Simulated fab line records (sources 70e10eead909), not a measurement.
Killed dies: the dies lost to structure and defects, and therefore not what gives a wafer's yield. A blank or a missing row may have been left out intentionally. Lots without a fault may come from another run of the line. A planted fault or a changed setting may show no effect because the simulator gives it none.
fab line records | flow nand-harc
record: lots: 6 wafers: 18 last-day: 31
route steps=1302 shown A_BONDPAD@1214 HYBRID_BOND@1237 THIN_TSV@1244 END@1302
lots that met no fault: taken from a fault-free run of the same line
start-h: hours from the record's opening day to when the first of the lot's shown wafers began | wait-h: time in hours since the lot's previous step | " same as the row above | L1.1+2: several wafers, shown together as one row | - value missing, or start not given | * or withheld: withheld | < > ~ a bound
route shown NAME@n: NAME is a module with steps in the file, n the number in the route of the first one | usual: mean/standard deviation of fault-free wafers | same: alike in all rows | chamber/n: place in a boat | sites: per-site readings | _std_site: how widely they spread, as a standard deviation | _edge_site: mean of outer sites minus mean of inner sites | radius-mm: for every site, how far away it sits from the centre of the wafer | mask NAME#n: copy n | behind: the most recent tool/chamber to have shaped the wafer | hold: why the lot went on hold/how many hours it stayed there/how the hold came to an end | device: the transistor (n, p or np) that didn't switch | end of line: the tests these same wafers got at the end of their route | for a step that has no rows: nothing shown but its recipe | killed: the dies lost at the first sort to structure and to defects; this is not the yield of the wafer | map: a wafer's dies, marking killed ones x, the rest . and places with no die _
set.NAME: setting as actually run; set.NAME@STEP: the setting as run at that earlier step | model.NAME: the simulator's own value behind a step, which no gauge read
certain route steps with their lots: each step a table, each wafer a row
services: a tool's chamber out of use, with start hour (start-h, from the record's first day; less than 0 if before it), hours out, and reason
== steps ==
step: NHARC_A_BONDPAD_DEVELOP_08
recipe: time-s: 50 dev-temp-c: 22
step: NHARC_A_BONDPAD_CD_MEAS_09
recipe: target-cd-nm: 500 landing-energy-ev: 500
usual: cd-nm: 500.2/1.9
same: landing-energy-ev: 500
columns lot.wafer tool chamber start-h wait-h cd-nm
L891.2 cd-sem-02 0 562.81 - 501.7
L891.4 " 0 " " 496.0
L891.6 " 0 " " 499.6
L896.1 cd-sem-01 0 630.50 - 499.4
L896.3 " 0 " " 501.3
L896.5 " 0 " " 498.2
L900.3 cd-sem-03 0 674.91 - 499.3
L900.4 " 0 " " 501.0
L900.5 " 0 " " 499.5
L903.2 cd-sem-03 0 678.09 - 501.4
L903.4 " 0 " " 501.6
L903.6 " 0 " " 498.8
L901.1 cd-sem-01 0 683.28 - 501.8
L901.2 " 0 " " 500.4
L901.3 " 0 " " 500.9
L904.1 cd-sem-02 0 703.77 - 501.9
L904.2 " 0 " " 500.0
L904.5 " 0 " " 499.0
step: NHARC_A_BONDPAD_OVL_MEAS_35
usual: overlay-x-nm: -1/5.7 overlay-y-nm: -2/4.9
columns lot.wafer tool chamber start-h wait-h overlay-x-nm overlay-y-nm
L891.2 overlay-02 - 562.89 - -6 -3
L891.4 " - " " -7 -3
L891.6 " - " " -7 -2
L896.1 overlay-02 - 630.59 - -3 8
L896.3 " - " " -4 7
L896.5 " - " " -4 8
L900.3 overlay-02 - 675.00 - 1 3
L900.4 " - " " 1 4
L900.5 " - " " 0 3
L903.2 overlay-02 - 678.17 - -10 -1
L903.4 " - " " -9 -2
L903.6 " - " " -9 -1
L901.1 overlay-02 - 683.37 - 7 -10
L901.2 " - " " 7 -11
L901.3 " - " " 6 -11
L904.1 overlay-01 - 703.86 - 6 -7
L904.2 " - " " 5 -6
L904.5 " - " " 6 -6
step: NHARC_A_BONDPAD_HARDBAKE_10
recipe: temp-c: 118 time-s: 65
step: NHARC_A_BONDPAD_DESCUM_11
recipe: time-s: 3 o2-flow-sccm: 200 ar-flow-sccm: 0 bias-power-w: 0 chemistry: O2
usual: drypump-motor-current-A: 5.7/0.48 oes-product-au: 1.002/0.0096 rf-vpp-V: 57.8/0.88 showerhead-plenum-p-Torr: 1.89/0.1 throttle-valve-pct: 11.312/0.0085
columns lot.wafer tool chamber start-h wait-h drypump-motor-current-A oes-product-au rf-hours-counter-h rf-vpp-V showerhead-plenum-p-Torr throttle-valve-pct
L891.4 rie-diel-05 2 563.02 - 5.7 0.984 24 58.6 2.07 11.312
L891.2 " 3 " " 5.9 0.990 22 56.8 1.94 11.323
L891.6 " 2 " " 5.7 0.989 - 57.5 2.07 11.322
L896.1 rie-diel-03 2 630.73 - 5.0 1.011 5 57.5 1.79 11.316
L896.3 " 3 " " 5.7 1.001 5 57.8 1.84 11.295
L896.5 " 0 " " 6.2 0.972 - 58.5 1.84 11.308
L900.3 rie-diel-03 3 675.13 - 5.7 1.023 1 58.9 1.84 11.322
L900.4 " 1 " " 5.3 0.995 1 57.5 1.78 11.326
L900.5 " 2 " " 5.0 1.008 - 58.3 1.79 11.306
L903.2 rie-diel-05 3 678.31 - 5.8 1.003 14 57.9 1.94 11.318
L903.4 " 0 " " 5.5 1.007 14 57.9 2.02 11.310
L903.6 " 3 " " 5.9 1.013 - 58.0 1.94 11.330
L901.1 rie-diel-03 0 683.49 - 6.2 0.991 2 57.5 1.84 11.299
L901.2 " 1 " " 5.2 0.998 1 56.8 1.78 11.308
L901.3 " 2 " " 5.0 1.005 1 56.2 1.79 11.303
L904.2 rie-diel-03 2 703.99 - 5.0 1.003 2 57.1 1.79 11.301
L904.1 " 0 " " 6.2 0.991 2 57.9 1.84 11.306
L904.5 " 2 " " 5.0 1.000 - 57.9 1.79 11.322
step: NHARC_A_BONDPAD_ETCH_34
recipe: target-depth-a: 600 overetch-a: 180 time-s: 65.91 ion-energy-ev: 200 n2-flow-sccm: 150 h2-flow-sccm: 150 ar-flow-sccm: 0 rf-w: 400 bias-w: 150 chemistry: N2/H2
step: NHARC_A_BONDPAD_ETCH_12
recipe: target-depth-a: 2200 time-s: 110 chf3-flow-sccm: 50 o2-flow-sccm: 10 ar-flow-sccm: 200 rf-w: 500 bias-w: 200 chemistry: CHF3/O2
step: NHARC_A_BONDPAD_CD_MEAS_13
usual: cd-nm: 500.1/1.9
columns lot.wafer tool chamber start-h wait-h cd-nm
L891.2 cd-sem-02 - 563.34 - 501.8
L891.4 " - " " 496.1
L891.6 " - " " 499.9
L896.1 cd-sem-03 - 631.03 - 498.9
L896.3 " - " " 499.6
L896.5 " - " " 497.4
L900.3 cd-sem-03 - 675.44 - 499.0
L900.4 " - " " 501.1
L900.5 " - " " 498.6
L903.2 cd-sem-01 - 678.61 - 501.4
L903.4 " - " " 501.1
L903.6 " - " " 498.6
L901.1 cd-sem-03 - 683.81 - 500.3
L901.2 " - " " 500.5
L901.3 " - " " 500.2
L904.1 cd-sem-01 - 704.30 - 502.0
L904.2 " - " " 500.0
L904.5 " - " " 498.8
step: NHARC_A_BONDPAD_STRIP_15
recipe: o2-flow-sccm: 500 ar-flow-sccm: 0 bias-w: 0 chemistry: O2
step: NHARC_A_BONDPAD_ETCH_24
recipe: target-depth-a: 300 over-etch-frac: 0.3 time-s: 72.99 ion-energy-ev: 150 cf4-flow-sccm: 50 n2-flow-sccm: 100 ar-flow-sccm: 150 rf-w: 300 bias-w: 100 chemistry: CF4/N2
step: NHARC_A_BONDPAD_STRIP_16
recipe: time-s: 600 temp-c: 30 chemistry: post-etch-residue-remover
step: NHARC_A_BONDPAD_DEGAS_25
recipe: temp-c: 300 time-s: 60
step: NHARC_A_BONDPAD_PRE_CLEAN_26
recipe: time-s: 30 temp-c: 280 gas: H2/He
usual: heater-power-w: 411/33
columns lot.wafer tool chamber start-h wait-h heater-power-w
L891.4 pvd-sputter-02 - 564.03 - 411
L891.2 " - " " 371
L891.6 " - " " 336
L896.3 pvd-sputter-01 - 631.72 - 460
L896.1 " - " " 419
L896.5 " - " " 421
L900.3 pvd-sputter-03 - 676.12 - 425
L900.4 " - " " 431
L900.5 " - " " 421
L903.2 pvd-sputter-03 - 679.29 - 426
L903.4 " - " " 365
L903.6 " - " " 423
L901.3 pvd-sputter-01 - 684.48 - 391
L901.2 " - " " 429
L901.1 " - " " 413
L904.2 pvd-sputter-01 - 704.99 - 433
L904.1 " - " " 419
L904.5 " - " " 420
step: NHARC_A_BONDPAD_PVD_17
recipe: target-thk-a: 50 bias-v: 168.6 power-w: 15000 chamber-pressure-pa: 0.12 time-s: 8.06 substrate-temp-c: 50 material: TaN
step: NHARC_A_BONDPAD_PVD_27
recipe: target-thk-a: 300 chamber-pressure-pa: 5 power-w: 5000 substrate-temp-c: 30 time-s: 20.49 material: Cu
step: NHARC_A_BONDPAD_ECD_18
recipe: target-thk-a: 4000 bath-temp-c: 25 material: Cu
step: NHARC_A_BONDPAD_ANNEAL_28
recipe: temp-c: 225 time-s: 90
usual: wafer_temp_C_max: 226.1/0.31
columns lot.wafer tool chamber start-h wait-h wafer_temp_C_max
L891.2 rtp-anneal-02 0 564.75 0.4 225.7
L891.4 " 0 " " 225.9
L891.6 " 0 " " 225.7
L896.1 rtp-anneal-02 0 632.38 - 226.0
L896.3 " 0 " " 226.3
L896.5 " 0 " " 225.6
L900.3 rtp-anneal-01 0 676.90 - 226.2
L900.4 " 0 " " 226.3
L900.5 " 0 " " 226.3
L903.2 rtp-anneal-02 0 680.02 - 225.7
L903.4 " 0 " " 225.4
L903.6 " 0 " " 226.1
L901.1 rtp-anneal-01 0 685.17 0.3 226.2
L901.2 " 0 " " 226.3
L901.3 " 0 " " 226.7
L904.1 rtp-anneal-02 0 705.66 - 225.6
L904.2 " 0 " " 225.5
L904.5 " 0 " " 225.7
step: NHARC_A_BONDPAD_CMP_19
recipe: t-overpolish-s: 30 cu-recess-touch-s: 16 target-thk-nm: 169.82
usual: motor-current-A: 11.6/1 overpolish-run-s: 29.998/0.0086
columns lot.wafer tool chamber start-h wait-h motor-current-A overpolish-run-s
L891.2 cmp-03 0 565.11 - 12.1 30.004
L891.4 " 1 " " 11.1 30.000
L891.6 " 3 " " 12.9 29.990
L896.1 cmp-03 1 632.72 - 11.6 30.002
L896.3 " 0 " " 12.6 29.990
L896.5 " 2 " " 11.1 29.978
L900.3 cmp-03 3 677.16 - 12.5 29.988
L900.4 " 1 " " 11.1 29.989
L900.5 " 3 " " 13.1 29.995
L903.2 cmp-01 3 680.37 - 10.7 29.988
L903.4 " 0 " " 10.5 29.987
L903.6 " 2 " " 11.5 30.004
L901.3 cmp-03 1 685.51 - 11.3 29.992
L901.2 " 2 " " 10.9 29.989
L901.1 " 0 " " 12.3 30.015
L904.2 cmp-02 3 706.04 - 13.4 30.011
L904.1 " 1 " " 11.3 29.992
L904.5 " 2 " " 11.8 29.979
step: NHARC_A_BONDPAD_THK_MEAS_20
recipe: thk-meas-gauge: xrf
usual: thk-nm: 169.8/1.6
columns lot.wafer tool chamber start-h wait-h thk-nm
L891.2 film-metro-02 - 565.38 - 168.0
L891.4 " - " " 171.4
L891.6 " - " " 170.9
L896.1 film-metro-02 - 633.05 - 170.4
L896.3 " - " " 168.8
L896.5 " - " " 169.1
L900.3 film-metro-02 - 677.46 - 169.8
L900.4 " - " " 166.6
L900.5 " - " " 170.1
L903.2 film-metro-02 - 680.63 - 171.3
L903.4 " - " " 171.9
L903.6 " - " " 168.6
L901.1 film-metro-01 - 685.83 - 166.0
L901.2 " - " " 172.9
L901.3 " - " " 170.7
L904.1 film-metro-02 - 706.34 - 171.3
L904.2 " - " " 169.6
L904.5 " - " " 168.8
step: NHARC_A_BONDPAD_SRD_21
recipe: time-s: 30 temp-c: 23 dry-time-s: 20 spin-rpm: 1500
step: NHARC_HYBRID_BOND_ACTIVATE_00
recipe: time-s: 60 n2-flow-sccm: 200 ar-flow-sccm: 0 bias-power-w: 0 chemistry: N2
usual: drypump-motor-current-A: 5.7/0.42 oes-product-au: 1.002/0.012 rf-vpp-V: 64.2/0.98 showerhead-plenum-p-Torr: 1.79/0.091
columns lot.wafer tool chamber start-h wait-h drypump-motor-current-A oes-product-au rf-hours-counter-h rf-vpp-V showerhead-plenum-p-Torr
L891.4 rie-diel-12 0 565.64 0.1 5.9 0.989 38 64.4 1.89
L891.2 " 3 " " 5.8 1.015 33 63.8 1.91
L891.6 " 1 " " 5.8 0.988 - 65.7 1.81
L896.3 rie-diel-01 0 633.34 0.1 5.4 0.983 21 64.7 1.76
L896.1 " 2 " " 5.6 0.995 24 67.1 1.91
L896.5 " 0 " " 5.4 0.982 - 64.1 1.76
L900.3 rie-diel-01 3 677.72 0.1 5.8 1.003 32 64.6 1.88
L900.4 " 2 " " 5.7 0.991 37 64.9 1.91
L900.5 " 3 " " 5.8 1.005 - 65.6 1.88
L903.2 rie-diel-01 3 680.92 0.1 5.8 0.999 32 63.9 1.88
L903.4 " 0 " " 5.4 0.981 34 63.8 1.76
L903.6 " 1 " " 6.4 1.019 - 63.8 1.64
L901.3 rie-diel-04 1 686.12 0.1 6.4 0.982 12 64.5 1.85
L901.2 " 2 " " 5.2 1.012 15 63.6 1.69
L901.1 " 0 " " 5.8 0.975 14 64.5 1.80
L904.2 rie-diel-01 3 706.62 0.1 5.8 1.012 39 65.2 1.87
L904.1 " 1 " " 6.4 1.000 43 62.2 1.64
L904.5 " 3 " " 5.8 1.007 - 63.6 1.87
step: NHARC_HYBRID_BOND_PRECLEAN_01
recipe: time-s: 300 temp-c: 23 chemistry: DIW
step: NHARC_HYBRID_BOND_SRD_02
recipe: time-s: 30 temp-c: 23 dry-time-s: 20 spin-rpm: 1500
step: NHARC_HYBRID_BOND_BOND_03
recipe: temp-c: 25
step: NHARC_HYBRID_BOND_ANNEAL_04
recipe: temp-c: 300 time-s: 7200 ramp-up-c-per-min: 5 ramp-down-c-per-min: 3 idle-temp-c: 100 pressure-atm: 1
step: NHARC_HYBRID_BOND_OVL_MEAS_05
usual: overlay-x-nm: -2/33 overlay-y-nm: 3/35
columns lot.wafer tool chamber start-h wait-h overlay-x-nm overlay-y-nm
L891.2 overlay-02 - 574.79 0.4 -17 22
L891.4 " - " " -1 71
L891.6 " - " " 6 -22
L896.1 overlay-01 - 645.13 0.4 -41 -2
L896.3 " - " " -1 -9
L896.5 " - " " 8 -25
L900.3 overlay-01 - 687.24 0.4 -46 67
L900.4 " - " " -44 -7
L900.5 " - " " -1 2
L903.2 overlay-01 - 687.25 0.4 -31 7
L903.4 " - " " 18 -36
L903.6 " - " " 43 28
L901.1 overlay-02 - 696.44 0.4 -19 -17
L901.2 " - " " -55 -14
L901.3 " - " " 50 55
L904.1 overlay-02 - 715.93 0.4 -38 -31
L904.2 " - " " 4 19
L904.5 " - " " 64 -26
step: NHARC_THIN_TSV_GRIND_00
recipe: target-thk-um: 6
step: NHARC_THIN_TSV_CMP_01
recipe: target-thk-um: 3
step: NHARC_THIN_TSV_THK_MEAS_02
recipe: thk-meas-gauge: ir
usual: thk-nm: 3050/190
columns lot.wafer tool chamber start-h wait-h thk-nm
L891.2 film-metro-02 - 576.48 - 3008
L891.4 " - " " 3105
L891.6 " - " " 3143
L896.1 film-metro-01 - 646.83 - 2805
L896.3 " - " " 3021
L896.5 " - " " 2904
L903.2 film-metro-02 - 690.16 - 2931
L903.4 " - " " 2910
L903.6 " - " " 2985
L900.3 film-metro-02 - 691.33 - 3200
L900.4 " - " " 3170
L900.5 " - " " 2893
L901.1 film-metro-01 - 698.12 0.2 2933
L901.2 " - " " 3042
L901.3 " - " " 3176
L904.1 film-metro-02 - 717.63 0.2 2844
L904.2 " - " " 2890
L904.5 " - " " 2952
step: NHARC_THIN_TSV_SRD_03
step: NHARC_THIN_TSV_PRECLEAN_41
recipe: time-s: * temp-c: 50 bath-age-min: 0 chemistry: SC1
step: NHARC_THIN_TSV_SRD_42
step: NHARC_THIN_TSV_DEP_43
recipe: target-thk-a: 13285 temp-c: withheld pressure-torr: 6.5 rf-w: 900 teos-flow-sccm: 161.4 flow-sccm: 2650 target-thk-nm: 1328.5 gas: O2 material: SiO2
usual: showerhead-vpp-V: 1873/66 throttle-valve-pct: 16.1/0.4
columns lot.wafer tool chamber start-h wait-h showerhead-vpp-V throttle-valve-pct
L891.2 pecvd-01 0 576.79 - 1961 16.0
L891.6 " 2 " " 1840 15.8
L891.4 " 0 " " 1963 16.0
L896.3 pecvd-03 1 647.05 - 1980 16.3
L896.1 " 0 " " 1875 15.8
L896.5 " 1 " " 1939 16.3
L903.2 pecvd-04 0 690.43 - 1866 16.2
L903.4 " 2 " " 1926 16.8
L903.6 " 1 " " 1777 16.1
L900.3 pecvd-01 1 691.60 - 1869 16.0
L900.5 " 1 " " 1946 15.7
L900.4 " 2 " " 1866 16.3
L901.3 pecvd-04 1 698.34 - 1760 16.2
L901.2 " 2 " " 1901 16.8
L901.1 " 0 " " 1874 16.8
L904.2 pecvd-03 0 717.89 - 1850 15.8
L904.1 " 1 " " 1988 16.3
L904.5 " 2 " " 1772 15.7
step: NHARC_THIN_TSV_DEHYDRATE_04
recipe: temp-c: 150 time-s: 120
step: NHARC_THIN_TSV_HMDS_05
recipe: time-s: 30
step: NHARC_THIN_TSV_COAT_06
recipe: spin-rpm: *
step: NHARC_THIN_TSV_SOFTBAKE_07
recipe: temp-c: 122 time-s: 95
step: NHARC_THIN_TSV_EBR_08
step: NHARC_END_SORT_01
recipe: temp-c: 25
usual: defect-limited-yield: 91.1/2.9 killed-at-array: 55/20 killed-at-other: 1.1/1.2 killed-at-periphery: 3.8/2.8 killed-dies: 60/19 killed-open: 3.4/1.9 killed-short: 2.2/1.5
same: gross-dies: 677
columns lot.wafer tool chamber start-h wait-h defect-limited-yield[%] killed-at-array killed-at-other killed-at-periphery killed-dies killed-open killed-short
L896.1 prober-01 0 662.92 2.5 89.2 71 1 1 73 4 2
L896.3 prober-01 0 664.51 3.1 88.2 78 1 1 80 2 1
L896.5 prober-01 0 666.11 3.7 88.5 76 0 2 78 2 1
L900.3 prober-01 0 714.64 3.1 94.1 35 1 4 40 8 1
L900.4 prober-01 0 715.45 3.4 93.9 39 1 1 41 3 2
L900.5 prober-01 0 716.26 3.7 93.9 39 1 1 41 2 2
L901.1 prober-02 0 716.73 2.5 85.1 96 2 3 101 3 1
L901.2 prober-02 0 717.54 2.8 80.1 132 1 2 135 3 1
L901.3 prober-02 0 718.35 3.1 81.7 122 2 0 124 3 2
L904.1 prober-01 0 735.49 2.5 82.9 103 1 12 116 2 2
L904.2 prober-01 0 736.30 2.8 79.0 136 0 6 142 4 2
L904.5 prober-01 0 738.70 3.7 79.2 130 2 9 141 3 1
killed by level:class
L896.1 A_CHANNEL_HOLE_D1:chamber-film-flake=29 A_SLIT:chamber-film-flake=29 A_CONTACT:chamber-film-flake=3 P_GATE:geometric-particle:open=1 A_ONON_D2:geometric-particle:open=1 A_CONTACT:geometric-particle:short=1 A_CONTACT:geometric-particle:open=1 A_M0:geometric-particle:open=1
L896.3 A_CHANNEL_HOLE_D1:chamber-film-flake=33 A_SLIT:chamber-film-flake=33 A_CONTACT:chamber-film-flake=5 A_STAIRCASE:chamber-film-flake=3 A_CHANNEL_FILL_D1:geometric-particle:open=1 A_ONON_D2:geometric-particle:open=1 A_CHANNEL_HOLE_D2:geometric-particle:short=1 P_ZERO_WELL:chamber-film-flake=1
L896.5 A_CHANNEL_HOLE_D1:chamber-film-flake=31 A_SLIT:chamber-film-flake=30 A_CONTACT:chamber-film-flake=6 A_CHANNEL_HOLE_D2:unspecified=3 P_STI:chamber-film-flake=2 A_SOURCE_PLATE:geometric-particle:open=1 A_CHANNEL_HOLE_D1:geometric-particle:short=1 A_CHANNEL_FILL_D1:geometric-particle:open=1
L900.3 A_CHANNEL_HOLE_D2:chamber-film-flake=15 A_CHANNEL_HOLE_D1:chamber-film-flake=8 A_SLIT:chamber-film-flake=3 P_GATE:geometric-particle:open=2 P_M0:geometric-particle:open=2 A_M0:geometric-particle:open=2 A_CONTACT:chamber-film-flake=2 A_DECK1_JOINT:geometric-particle:open=1
L900.4 A_CHANNEL_HOLE_D2:chamber-film-flake=20 A_CHANNEL_HOLE_D1:chamber-film-flake=6 A_SLIT:chamber-film-flake=5 A_STAIRCASE:chamber-film-flake=2 P_M0:geometric-particle:open=1 A_CHANNEL_HOLE_D1:geometric-particle:short=1 A_DECK1_JOINT:geometric-particle:open=1 A_CHANNEL_FILL_D2:geometric-particle:short=1
L900.5 A_CHANNEL_HOLE_D2:chamber-film-flake=19 A_CHANNEL_HOLE_D1:chamber-film-flake=12 A_STAIRCASE:chamber-film-flake=2 A_SLIT:chamber-film-flake=2 P_M0:geometric-particle:open=1 A_DECK1_JOINT:geometric-particle:short=1 A_ONON_D2:geometric-particle:short=1 A_SGD_CUT:geometric-particle:open=1
L901.1 A_BONDPAD:unspecified=58 A_CHANNEL_HOLE_D1:chamber-film-flake=29 P_M2:chamber-film-flake=2 THIN_TSV:chamber-film-flake=2 A_SLIT:chamber-film-flake=2 A_DECK1_JOINT:geometric-particle:open=1 A_CHANNEL_FILL_D2:geometric-particle:short=1 A_WL_FILL:geometric-particle:open=1
L901.2 A_BONDPAD:unspecified=91 A_CHANNEL_HOLE_D1:chamber-film-flake=24 A_SLIT:chamber-film-flake=8 A_SGD_CUT:geometric-particle:open=2 A_DECK1_JOINT:chamber-film-flake=2 A_CHANNEL_FILL_D1:geometric-particle:short=1 A_WL_FILL:geometric-particle:open=1 P_GATE:chamber-film-flake=1
L901.3 A_BONDPAD:unspecified=76 A_CHANNEL_HOLE_D1:chamber-film-flake=30 A_CHANNEL_FILL_D1:chamber-film-flake=4 A_CONTACT:chamber-film-flake=4 A_SLIT:chamber-film-flake=2 THIN_TSV:chamber-film-flake=2 A_CHANNEL_HOLE_D1:geometric-particle:open=1 A_CHANNEL_FILL_D1:geometric-particle:short=1
L904.1 A_BONDPAD:unspecified=61 A_CHANNEL_HOLE_D1:chamber-film-flake=33 P_GATE:chamber-film-flake=8 A_STAIRCASE:chamber-film-flake=2 A_CONTACT:chamber-film-flake=2 P_M0:geometric-particle:open=1 A_SOURCE_PLATE:geometric-particle:short=1 A_CHANNEL_FILL_D1:geometric-particle:short=1
L904.2 A_BONDPAD:unspecified=93 A_CHANNEL_HOLE_D1:chamber-film-flake=32 A_SLIT:chamber-film-flake=4 P_GATE:chamber-film-flake=3 A_WL_FILL:chamber-film-flake=2 P_CONTACT:geometric-particle:open=1 P_M0:geometric-particle:open=1 A_ONON_D1:geometric-particle:open=1
L904.5 A_BONDPAD:unspecified=95 A_CHANNEL_HOLE_D1:chamber-film-flake=22 P_CONTACT:chamber-film-flake=4 A_CONTACT:chamber-film-flake=3 P_GATE:chamber-film-flake=2 A_SLIT:chamber-film-flake=2 A_M0:chamber-film-flake=2 THIN_TSV:chamber-film-flake=2
map L901.2 (x killed, . not)
____________.____________
_________......._________
_______........xx._______
______.............______
_____.............x._____
____.................____
____.................____
___...................___
___................x..___
__..............x....x.__
__.......x.............__
_.........x.x..........._
_.......x.xxxxx........._
_........xxxxxxx........_
_......x.xxxxxx........._
_x......xxxxxxxx........_
.......xxxxxxxxx.........
........xxxxxxxx........x
x.x......xxxxxxx.........
x.......xxxxxxxxx........
x....xx.xxxxxxxx.........
_....xx..xxxxxx........._
_....xxxxxxx.xxx........_
_xxx.xxxxxxxxx.........._
_...xxxxx.....x........._
_....xxxx........x......_
__..xx.x....x..........__
__...x..x..............__
___...................___
___...x...............___
____.................____
____.................____
_____..............x_____
______.............______
_______..........._______
_________......._________
____________.____________
map L904.2 (x killed, . not)
____________.____________
_________......._________
_______..........._______
______.............______
_____..............._____
____.................____
____...........x.....____
___x..................___
___...................___
__.x...................__
__.....................__
_.........xxx..........._
_........xxxxxx........._
_........xxxxxx........._
_....x..xxxxxxx........._
_......xxxxxxxxxx......._
........xxxxxxxx.........
.....x.xxxxxxxxx.........
.xx.....xxxxxxxxx......x.
.......xxxxxxxxx..x....xx
........xxxxxxxxx........
_....xxxxxxxxxxx.x......_
_.x.xxxx.xxxxxx......x.._
_..xxxx.xxxx.xxx........_
_...xx.xxx.............._
_....x.x.x...x.........._
__...xxxx..x...........__
__...x.xx..............__
___.....x.............___
___x..................___
____................x____
____.................____
_____..............._____
______.............______
_______..........._______
_________......._________
____________.____________
== services ==
columns tool chamber start-h hours kind
rie-diel-04 1 545.01 15.0 repair
pecvd-03 - 547.00 13.0 pm
rie-diel-05 - 552.11 0.1 repair
cmp-03 - 554.29 4.0 pm
cmp-02 - 554.56 1.2 repair
rie-diel-01 - 558.68 9.0 pm
cmp-03 - 568.83 0.8 repair
pvd-sputter-01 - 571.49 10.4 repair
cmp-01 - 577.52 4.0 pm
pvd-sputter-01 - 582.92 10.0 pm
rie-diel-05 - 583.82 9.0 pm
rie-diel-03 2 601.13 2.0 repair
rie-diel-01 3 615.78 5.5 repair
pecvd-04 - 631.63 13.0 pm
rie-diel-03 - 635.30 9.0 pm
pvd-sputter-03 - 637.47 4.3 repair
cmp-03 - 652.31 4.0 pm
cmp-03 - 660.75 0.5 repair
rie-diel-05 1 666.27 8.2 repair
pecvd-03 - 672.66 1.4 repair
pecvd-01 - 673.00 13.0 pm
rie-diel-01 2 687.97 4.4 repair
pvd-sputter-03 - 704.04 10.0 pm
pvd-sputter-01 - 710.34 7.1 repair
== key ==
first-sign: step: NHARC_END_SORT_01 reading: killed-dies direction: up sigmas: 3.4 usual: 60 struck: 126
effect: step: NHARC_END_SORT_01 reading: defect-limited-yield direction: down sigmas: 3.4 usual: 91.1 struck: 81.3
more-kills-born-at: NHARC_A_BONDPAD_PRE_CLEAN_26@pvd-sputter-01: 474
met-at NHARC_A_BONDPAD_PRE_CLEAN_26
struck-wafers L901.1,L901.2,L901.3,L904.1,L904.2,L904.5
onset-between 631.72 684.48
also-fits time
fault: kind: chamber-particle-source tool: pvd-sputter-01 chamber: - onset-h: 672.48 steps: NHARC_A_BONDPAD_PRE_CLEAN_26 rate-per-visit-cm2: 1.3144 end-h: 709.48
